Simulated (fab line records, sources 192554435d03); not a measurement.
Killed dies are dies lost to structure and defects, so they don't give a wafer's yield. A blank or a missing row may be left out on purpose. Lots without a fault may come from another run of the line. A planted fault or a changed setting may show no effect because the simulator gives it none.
Chamber matching | flow n5_finfet | N5_BEOL_M2_ILD_DEP_00 on pecvd-01: 3 sister chambers
The step deposits SiOC from DEMS/O2, target thk 79 nm, time 15.3 s. 3 wafers are shown with their chamber, then 10 later ones without.

WAFERS WITH THEIR CHAMBER
wafer  | chamber | throttle_valve_pct (%)
L084.2 | 0       | 11.3
L091.6 | 2       | 12.0
L092.4 | 1       | 14.2

WAFERS WITHOUT THEIR CHAMBER
wafer  | throttle_valve_pct (%)
L092.6 | 11.6
L093.3 | 11.7
L093.4 | 12.0
L093.6 | 13.9
L096.1 | 11.8
L096.5 | 11.8
L096.6 | 14.0
L097.1 | 13.9
L097.2 | 11.7
L097.3 | 12.0

WHICH CHAMBER EACH WENT THROUGH
wafer  | from the rows above     | in truth
L092.6 | can't be placed: 0 or 2 | 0
L093.3 | can't be placed: 2 or 0 | 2
L093.4 | 2                       | 2
L093.6 | 1                       | 1
L096.1 | can't be placed: 2 or 0 | 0
L096.5 | can't be placed: 2 or 0 | 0
L096.6 | 1                       | 1
L097.1 | 1                       | 1
L097.2 | can't be placed: 2 or 0 | 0
L097.3 | 2                       | 2
Placed correctly: 5 of 10. Can't be placed from these rows: 5 (the true chamber is among the candidates in 5). Placed wrongly: 0.
How it was worked out, from the rows above alone: a wafer's distance from a chamber is the root of the sum, over the readings, of the square of ((its reading less the chamber's mean) divided by the reading's scatter). The wafer belongs to the nearest chamber; if the next one is less than 2 further off, it can't be placed. A chamber's mean is the mean of its shown wafers. The scatter: with one shown wafer a chamber, the root of the mean of the squares of how far each hidden wafer lies from its nearest shown one.
